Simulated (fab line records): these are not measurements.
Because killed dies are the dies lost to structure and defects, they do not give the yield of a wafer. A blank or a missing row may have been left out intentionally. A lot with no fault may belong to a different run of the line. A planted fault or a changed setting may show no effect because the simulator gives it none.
Matching of chambers || flow nand-harc || NHARC_A_STAIRCASE_DESCUM_186 on rie-diel-02: 4 sister chambers
The step chemistry O2, time 3 s. 8 wafers are shown with their chamber, then 9 later ones without.

== EACH WAFER AND ITS CHAMBER ==
{"wafer": "L085.3", "chamber": 3, "showerhead-plenum-p-Torr (Torr)": 2.06, "drypump-motor-current-A (A)": 6.6}
{"wafer": "L087.1", "chamber": 1, "showerhead-plenum-p-Torr (Torr)": 1.91, "drypump-motor-current-A (A)": 6.1}
{"wafer": "L089.3", "chamber": 2, "showerhead-plenum-p-Torr (Torr)": 1.84, "drypump-motor-current-A (A)": 6.1}
{"wafer": "L089.5", "chamber": 0, "showerhead-plenum-p-Torr (Torr)": 2.02, "drypump-motor-current-A (A)": 5.7}
{"wafer": "L089.6", "chamber": 3, "showerhead-plenum-p-Torr (Torr)": 2.05, "drypump-motor-current-A (A)": 6.6}
{"wafer": "L088.1", "chamber": 0, "showerhead-plenum-p-Torr (Torr)": 2.02, "drypump-motor-current-A (A)": 5.8}
{"wafer": "L088.3", "chamber": 1, "showerhead-plenum-p-Torr (Torr)": 1.90, "drypump-motor-current-A (A)": 6.1}
{"wafer": "L088.5", "chamber": 2, "showerhead-plenum-p-Torr (Torr)": 1.84, "drypump-motor-current-A (A)": 6.0}

== WAFERS WHOSE CHAMBER IS MISSING ==
{"wafer": "L093.1", "showerhead-plenum-p-Torr (Torr)": 2.05, "drypump-motor-current-A (A)": 6.6}
{"wafer": "L093.4", "showerhead-plenum-p-Torr (Torr)": 2.05, "drypump-motor-current-A (A)": 6.5}
{"wafer": "L093.5", "showerhead-plenum-p-Torr (Torr)": 1.84, "drypump-motor-current-A (A)": 6.0}
{"wafer": "L095.1", "showerhead-plenum-p-Torr (Torr)": 1.90, "drypump-motor-current-A (A)": 6.2}
{"wafer": "L095.2", "showerhead-plenum-p-Torr (Torr)": 1.83, "drypump-motor-current-A (A)": 6.0}
{"wafer": "L095.3", "showerhead-plenum-p-Torr (Torr)": 2.04, "drypump-motor-current-A (A)": 6.6}
{"wafer": "L095.4", "showerhead-plenum-p-Torr (Torr)": 2.02, "drypump-motor-current-A (A)": 5.7}
{"wafer": "L095.5", "showerhead-plenum-p-Torr (Torr)": 1.83, "drypump-motor-current-A (A)": 6.0}
{"wafer": "L095.6", "showerhead-plenum-p-Torr (Torr)": 1.90, "drypump-motor-current-A (A)": 6.1}

== WHICH CHAMBER EACH WENT THROUGH ==
{"wafer": "L093.1", "from the rows above": 3, "in truth": 3}
{"wafer": "L093.4", "from the rows above": 3, "in truth": 3}
{"wafer": "L093.5", "from the rows above": 2, "in truth": 2}
{"wafer": "L095.1", "from the rows above": 1, "in truth": 1}
{"wafer": "L095.2", "from the rows above": 2, "in truth": 2}
{"wafer": "L095.3", "from the rows above": 3, "in truth": 3}
{"wafer": "L095.4", "from the rows above": 0, "in truth": 0}
{"wafer": "L095.5", "from the rows above": 2, "in truth": 2}
{"wafer": "L095.6", "from the rows above": 1, "in truth": 1}
Placed correctly: 9 of 9. Not placeable from these rows: 0. 0 placed wrongly.
How it was worked out, from the rows above alone: a wafer's distance from a chamber is the root of the sum, over the readings, of the square of ((its reading less the chamber's mean) divided by the reading's scatter). If the next closest chamber is less than 2 further off than the closest, the wafer can't be placed; otherwise it belongs to the closest. A chamber's mean is the mean of its shown wafers. The scatter: take each reading less its chamber's mean, square it, sum over the shown wafers, divide by the number of wafers less the number of chambers, and take the root.
